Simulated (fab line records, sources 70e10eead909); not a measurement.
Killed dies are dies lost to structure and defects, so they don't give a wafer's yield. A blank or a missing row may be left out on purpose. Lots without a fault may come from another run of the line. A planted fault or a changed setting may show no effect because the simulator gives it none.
Which tool did it? | flow nand_harc | 24 lots, 72 wafers sampled, at 6 steps of a route of 1302

WHAT THE GAUGES READ, wafer by wafer
NHARC_P_GATE_CD_MEAS_26: target cd 120 nm.
lot  | measured     | on        | cd_nm (nm)
L074 | day 5 05:54  | cd_sem-02 | 120.3 120.5 120.2
L075 | day 5 12:20  | cd_sem-01 | 119.8 119.0 119.4
L076 | day 5 20:35  | cd_sem-02 | 120.0 119.5 119.1
L077 | day 6 11:10  | cd_sem-03 | 120.2 120.2 119.8
L078 | day 6 18:42  | cd_sem-01 | 119.4 119.2 119.5
L079 | day 7 06:29  | cd_sem-02 | 119.9 118.9 119.3
L080 | day 7 13:21  | cd_sem-02 | 120.7 120.5 120.5
L081 | day 7 18:47  | cd_sem-01 | 119.1 120.1 119.1
L082 | day 8 05:44  | cd_sem-01 | 120.2 119.4 120.5
L083 | day 8 21:19  | cd_sem-03 | 120.5 120.9 120.4
L084 | day 9 02:59  | cd_sem-02 | 120.8 120.6 120.3
L085 | day 9 13:04  | cd_sem-03 | 120.3 120.3 119.8
L086 | day 10 04:05 | cd_sem-01 | 120.5 121.2 121.3
L087 | day 10 23:27 | cd_sem-02 | 120.7 121.1 121.2
L088 | day 11 00:13 | cd_sem-02 | 120.6 120.5 120.9
L089 | day 11 19:28 | cd_sem-03 | 119.1 119.3 120.0
L090 | day 12 01:12 | cd_sem-03 | 118.5 119.5 119.1
L091 | day 12 05:41 | cd_sem-03 | 119.1 119.3 118.6
L092 | day 12 21:20 | cd_sem-03 | 118.9 118.5 120.1
L093 | day 13 04:50 | cd_sem-01 | 119.0 119.8 120.4
L094 | day 13 14:08 | cd_sem-03 | 120.2 119.7 119.6
L095 | day 13 22:58 | cd_sem-01 | 119.7 120.0 120.6
L096 | day 13 23:14 | cd_sem-03 | 119.8 120.5 120.3
L097 | day 14 13:12 | cd_sem-03 | 120.5 119.4 119.2

NHARC_P_GATE_CD_MEAS_59: target cd 720 nm.
lot  | measured     | on        | cd_nm (nm)
L074 | day 5 19:23  | cd_sem-02 | 718.0 719.5 719.3
L075 | day 6 02:11  | cd_sem-03 | 718.5 716.5 718.1
L076 | day 6 12:22  | cd_sem-02 | 718.6 720.1 719.5
L077 | day 7 01:29  | cd_sem-01 | 718.5 717.3 719.2
L078 | day 7 08:29  | cd_sem-01 | 716.7 720.1 718.4
L079 | day 7 21:55  | cd_sem-01 | 718.4 721.4 720.0
L080 | day 8 02:59  | cd_sem-02 | 719.8 722.4 722.7
L081 | day 8 08:34  | cd_sem-02 | 719.6 718.9 719.2
L082 | day 8 20:11  | cd_sem-02 | 718.7 720.0 723.0
L083 | day 9 10:54  | cd_sem-02 | 719.3 720.0 720.2
L084 | day 9 16:44  | cd_sem-02 | 718.5 718.3 717.7
L085 | day 10 02:33 | cd_sem-03 | 721.4 723.0 717.6
L086 | day 10 17:50 | cd_sem-01 | 720.2 723.4 722.3
L087 | day 11 13:26 | cd_sem-02 | 720.9 720.0 721.1
L088 | day 11 14:01 | cd_sem-03 | 721.7 721.3 721.9
L089 | day 12 09:21 | cd_sem-02 | 717.1 719.1 719.1
L090 | day 12 15:03 | cd_sem-02 | 719.5 718.5 719.9
L091 | day 12 19:31 | cd_sem-01 | 718.5 722.1 719.7
L092 | day 13 13:13 | cd_sem-01 | 717.9 718.2 719.2
L093 | day 13 18:32 | cd_sem-03 | 719.2 720.5 717.8
L094 | day 14 03:44 | cd_sem-01 | 718.4 721.3 719.5
L095 | day 14 12:46 | cd_sem-03 | 716.6 717.0 716.5
L096 | day 14 13:05 | cd_sem-01 | 720.8 721.0 718.3
L097 | day 15 02:49 | cd_sem-03 | 720.0 720.8 719.0

WHICH TOOL RAN EACH LOT (tool, then ch and the chambers of the sampled wafers, then the start)
lot  | NHARC_P_STI_ETCH_15              | NHARC_P_GATE_DESCUM_13             | NHARC_P_GATE_DEP_103            | NHARC_P_GATE_ALD_36
L074 | rie_si-05 ch 0,2,3, day 2 22:41  | rie_diel-09 ch 1,2, day 4 14:04    | pecvd-01 ch 1,2, day 5 05:13    | ald_sin-01 ch 0,3, day 5 07:22
L075 | rie_si-03 ch 1,2, day 3 07:13    | rie_diel-13 ch 0,1,2, day 4 22:00  | pecvd-02 ch 0,1, day 5 11:40    | ald_sin-04 ch 2,3, day 5 14:53
L076 | rie_si-01 ch 0,1,3, day 3 15:17  | rie_diel-09 ch 0,1,3, day 5 03:49  | pecvd-02 ch 1,2, day 5 19:54    | ald_sin-02 ch 0,1,2, day 6 00:49
L077 | rie_si-03 ch 1,2, day 4 05:13    | rie_diel-09 ch 1,3, day 5 20:56    | pecvd-02 ch 0,1, day 6 10:29    | ald_sin-01 ch 0,1,2, day 6 12:37
L078 | rie_si-03 ch 0,1,2, day 4 12:49  | rie_diel-10 ch 1,2,3, day 6 03:55  | pecvd-02 ch 0,2, day 6 18:02    | ald_sin-04 ch 0,1,3, day 6 22:16
L079 | rie_si-03 ch 0,1,3, day 4 22:24  | rie_diel-10 ch 1,2,3, day 6 12:34  | pecvd-04 ch 0,1,2, day 7 05:49  | ald_sin-02 ch 0,1,2, day 7 09:20
L080 | rie_si-01 ch 0,1,2, day 5 07:12  | rie_diel-09 ch 0,2,3, day 6 21:37  | pecvd-02 ch 0,1,2, day 7 12:47  | ald_sin-01 ch 2,3, day 7 14:47
L081 | rie_si-05 ch 0,2, day 5 18:13    | rie_diel-10 ch 0,1,2, day 7 04:19  | pecvd-01 ch 0,1, day 7 18:07    | ald_sin-04 ch 2,3, day 7 20:14
L082 | rie_si-05 ch 0,1, day 6 04:04    | rie_diel-10 ch 0,1,3, day 7 14:46  | pecvd-04 ch 1,2, day 8 05:12    | ald_sin-02 ch 0,3, day 8 07:56
L083 | rie_si-03 ch 1,2,3, day 6 14:18  | rie_diel-10 ch 0,3, day 8 06:11    | pecvd-02 ch 0,1,2, day 8 20:43  | ald_sin-01 ch 0,1, day 8 22:45
L084 | rie_si-05 ch 0,2,3, day 6 22:49  | rie_diel-09 ch 1,2, day 8 12:23    | pecvd-04 ch 0,1,2, day 9 02:22  | ald_sin-04 ch 0,2,3, day 9 04:29
L085 | rie_si-03 ch 1,2,3, day 7 09:55  | rie_diel-09 ch 0,1,3, day 8 19:54  | pecvd-04 ch 0,2, day 9 12:23    | ald_sin-02 ch 0,1,3, day 9 15:34
L086 | rie_si-05 ch 0,1,2, day 7 22:49  | rie_diel-09 ch 0,2,3, day 9 12:59  | pecvd-04 ch 1,2, day 10 03:23   | ald_sin-01 ch 0,1,2, day 10 05:32
L087 | rie_si-01 ch 0,3, day 8 07:04    | rie_diel-09 ch 0,1,2, day 10 09:17 | pecvd-04 ch 1,2, day 10 22:54   | ald_sin-04 ch 0,1,3, day 11 03:01
L088 | rie_si-03 ch 1,2, day 8 15:20    | rie_diel-13 ch 1,2, day 10 09:18   | pecvd-01 ch 1,2, day 10 23:34   | ald_sin-02 ch 1,2,3, day 11 02:43
L089 | rie_si-05 ch 0,1,3, day 9 05:53  | rie_diel-10 ch 1,2,3, day 11 02:27 | pecvd-04 ch 1,2, day 11 18:47   | ald_sin-01 ch 1,2,3, day 12 00:09
L090 | rie_si-05 ch 0,2,3, day 9 11:58  | rie_diel-13 ch 1,2, day 11 09:14   | pecvd-02 ch 0,1,2, day 12 00:41 | ald_sin-02 ch 0,2,3, day 12 02:38
L091 | rie_si-03 ch 0,3, day 9 20:24    | rie_diel-09 ch 0,1,2, day 11 15:08 | pecvd-02 ch 0,2, day 12 05:03   | ald_sin-01 ch 1,3, day 12 07:08
L092 | rie_si-05 ch 0,1,2, day 10 15:12 | rie_diel-09 ch 0,1,3, day 12 07:44 | pecvd-04 ch 0,1,2, day 12 20:43 | ald_sin-04 ch 2,3, day 13 00:11
L093 | rie_si-01 ch 2,3, day 10 23:37   | rie_diel-10 ch 0,2, day 12 14:44   | pecvd-04 ch 0,2, day 13 04:13   | ald_sin-02 ch 2,3, day 13 06:16
L094 | rie_si-05 ch 0,1,3, day 11 08:43 | rie_diel-09 ch 0,2, day 12 22:58   | pecvd-01 ch 0,1,2, day 13 13:29 | ald_sin-01 ch 1,3, day 13 15:37
L095 | rie_si-05 ch 0,2,3, day 11 14:01 | rie_diel-13 ch 0,2,3, day 13 08:07 | pecvd-02 ch 0,1,2, day 13 22:17 | ald_sin-04 ch 0,1,3, day 14 01:32
L096 | rie_si-05 ch 0,2,3, day 11 22:33 | rie_diel-10 ch 0,1,2, day 13 08:08 | pecvd-04 ch 1,2, day 13 22:35   | ald_sin-02 ch 2,3, day 14 01:47
L097 | rie_si-01 ch 1,2,3, day 12 10:14 | rie_diel-10 ch 0,1,2, day 13 21:43 | pecvd-01 ch 0,1,2, day 14 12:32 | ald_sin-01 ch 0,1,2, day 14 14:41
- NHARC_P_STI_ETCH_15: etches the open film in HBr/Cl2, target depth 300 nm, time 100.1 s.
- NHARC_P_GATE_DESCUM_13: chemistry O2, time 3 s.
- NHARC_P_GATE_DEP_103: deposits SiON, target thk 30 nm.
- NHARC_P_GATE_ALD_36: deposits SiNx, target thk 20 nm, pulse time 60 s, ald cycles 223.

WHAT THE TOOLS THEMSELVES READ (means of the sampled wafers that have a number; where no wafer has one, the mark that the record gives instead)
NHARC_P_STI_ETCH_15.
lot  | tool      | drypump_motor_current_A (A) | oes_product_au (a.u.) | throttle_valve_pct (%)
L074 | rie_si-05 | 5.9                         | 0.997                 | 26.406
L075 | rie_si-03 | 5.5                         | 0.996                 | 26.407
L076 | rie_si-01 | 5.6                         | 1.002                 | 26.411
L077 | rie_si-03 | 5.4                         | 0.995                 | 26.415
L078 | rie_si-03 | 5.4                         | 0.995                 | 26.408
L079 | rie_si-03 | 5.7                         | 1.004                 | 26.416
L080 | rie_si-01 | 5.2                         | 0.999                 | 26.398
L081 | rie_si-05 | 6.0                         | 0.999                 | 26.417
L082 | rie_si-05 | 5.6                         | 1.002                 | 26.401
L083 | rie_si-03 | 5.8                         | 1.002                 | 26.398
L084 | rie_si-05 | 6.0                         | 1.000                 | 26.415
L085 | rie_si-03 | 5.7                         | 1.003                 | 26.403
L086 | rie_si-05 | 5.8                         | 0.991                 | 26.409
L087 | rie_si-01 | 5.8                         | 0.999                 | 26.408
L088 | rie_si-03 | 5.5                         | 1.001                 | 26.402
L089 | rie_si-05 | 5.5                         | 0.997                 | 26.400
L090 | rie_si-05 | 6.0                         | 1.001                 | 26.410
L091 | rie_si-03 | 6.0                         | 0.998                 | 26.412
L092 | rie_si-05 | 5.8                         | 0.990                 | 26.404
L093 | rie_si-01 | 5.4                         | 1.009                 | 26.415
L094 | rie_si-05 | 5.5                         | 0.997                 | 26.402
L095 | rie_si-05 | 6.0                         | 1.006                 | 26.402
L096 | rie_si-05 | 5.9                         | 1.008                 | 26.392
L097 | rie_si-01 | 5.8                         | 1.002                 | 26.407

NHARC_P_GATE_DESCUM_13.
lot  | tool        | drypump_motor_current_A (A) | oes_product_au (a.u.) | rf_vpp_V (V) | showerhead_plenum_p_Torr (Torr) | throttle_valve_pct (%)
L074 | rie_diel-09 | 6.1                         | 0.988                 | 57.7         | 1.91                            | 11.313
L075 | rie_diel-13 | 5.5                         | 0.996                 | 58.3         | 1.93                            | 11.307
L076 | rie_diel-09 | 5.8                         | 1.000                 | 58.3         | 1.93                            | 11.315
L077 | rie_diel-09 | 5.7                         | 1.012                 | 57.0         | 1.90                            | 11.319
L078 | rie_diel-10 | 5.6                         | 0.998                 | 58.1         | 1.92                            | 11.313
L079 | rie_diel-10 | 5.6                         | 1.007                 | 57.5         | 1.92                            | 11.314
L080 | rie_diel-09 | 5.9                         | 1.002                 | 58.2         | 1.98                            | 11.311
L081 | rie_diel-10 | 5.9                         | 1.002                 | 58.6         | 1.93                            | 11.307
L082 | rie_diel-10 | 5.7                         | 1.001                 | 58.1         | 1.95                            | 11.317
L083 | rie_diel-10 | 5.6                         | 1.001                 | 58.6         | 1.96                            | 11.313
L084 | rie_diel-09 | 6.1                         | 0.994                 | 58.3         | 1.91                            | 11.302
L085 | rie_diel-09 | 5.8                         | 1.000                 | 57.8         | 1.92                            | 11.316
L086 | rie_diel-09 | 5.9                         | 1.003                 | 58.4         | 1.97                            | 11.311
L087 | rie_diel-09 | 6.1                         | 0.998                 | 58.4         | 1.93                            | 11.316
L088 | rie_diel-13 | 5.6                         | 1.004                 | 58.6         | 1.91                            | 11.307
L089 | rie_diel-10 | 5.6                         | 1.005                 | 58.3         | 1.91                            | 11.300
L090 | rie_diel-13 | 5.5                         | 1.003                 | 57.7         | 1.91                            | 11.317
L091 | rie_diel-09 | 6.1                         | 0.986                 | 57.7         | 1.93                            | 11.320
L092 | rie_diel-09 | 5.8                         | 0.984                 | 57.8         | 1.92                            | 11.318
L093 | rie_diel-10 | 6.1                         | 0.992                 | 57.8         | 1.96                            | 11.299
L094 | rie_diel-09 | 6.0                         | 0.991                 | 58.0         | 2.00                            | 11.314
L095 | rie_diel-13 | 5.7                         | 1.003                 | 58.5         | 1.93                            | 11.313
L096 | rie_diel-10 | 5.9                         | 0.997                 | 58.5         | 1.93                            | 11.308
L097 | rie_diel-10 | 5.9                         | 0.990                 | 57.0         | 1.93                            | 11.320

NHARC_P_GATE_DEP_103.
lot  | tool     | heater_power_w (W)
L074 | pecvd-01 | 701
L075 | pecvd-02 | 739
L076 | pecvd-02 | 706
L077 | pecvd-02 | 848
L078 | pecvd-02 | 721
L079 | pecvd-04 | 737
L080 | pecvd-02 | 728
L081 | pecvd-01 | 704
L082 | pecvd-04 | 749
L083 | pecvd-02 | 720
L084 | pecvd-04 | 773
L085 | pecvd-04 | 753
L086 | pecvd-04 | 758
L087 | pecvd-04 | 806
L088 | pecvd-01 | 770
L089 | pecvd-04 | 702
L090 | pecvd-02 | 770
L091 | pecvd-02 | 788
L092 | pecvd-04 | 734
L093 | pecvd-04 | 751
L094 | pecvd-01 | 712
L095 | pecvd-02 | 721
L096 | pecvd-04 | 704
L097 | pecvd-01 | 694

NHARC_P_GATE_ALD_36.
lot  | tool       | heater_power_w (W) | precursor_pulse_height_rel
L074 | ald_sin-01 | 874                | 1.004
L075 | ald_sin-04 | 783                | 0.993
L076 | ald_sin-02 | 801                | 0.992
L077 | ald_sin-01 | 893                | 0.994
L078 | ald_sin-04 | 878                | 1.012
L079 | ald_sin-02 | 792                | 1.010
L080 | ald_sin-01 | 835                | 0.989
L081 | ald_sin-04 | 777                | 1.005
L082 | ald_sin-02 | 808                | 0.996
L083 | ald_sin-01 | 868                | 1.001
L084 | ald_sin-04 | 849                | 0.985
L085 | ald_sin-02 | 759                | 0.990
L086 | ald_sin-01 | 874                | 0.999
L087 | ald_sin-04 | 878                | 1.003
L088 | ald_sin-02 | 788                | 0.999
L089 | ald_sin-01 | 873                | 0.988
L090 | ald_sin-02 | 819                | 1.008
L091 | ald_sin-01 | 863                | 0.999
L092 | ald_sin-04 | 809                | 1.002
L093 | ald_sin-02 | 818                | 0.996
L094 | ald_sin-01 | 879                | 1.008
L095 | ald_sin-04 | 938                | 0.985
L096 | ald_sin-02 | 798                | 1.004
L097 | ald_sin-01 | 899                | 0.998

THE ANSWER, worked out from the rows above alone
Rule: what is usual is taken from the lots themselves. Put in order of their means at a reading, lots are off if they are a third of the lots or fewer, leave a main group of 4 or more, and stand apart from it by a gap of 3 or more times the standard deviation of the main group's means; of several such gaps the widest counts. A main group whose means are all the same, to the digits that the tables above print for the reading, isn't used. A lot without any number at a reading at which 4 lots or more have one is off too. The other lots that the step has rows for count as sound. The gauges are gone through in route order, then the tools' own readings, and for those a lot's mean is taken as printed above. The first step at which some lot is off is used, and at that step the reading that is off furthest; a lot without a number counts as furthest.
No lot is off at any reading shown: from this, nothing can be told.

WHAT THE SIMULATOR HAD PUT IN
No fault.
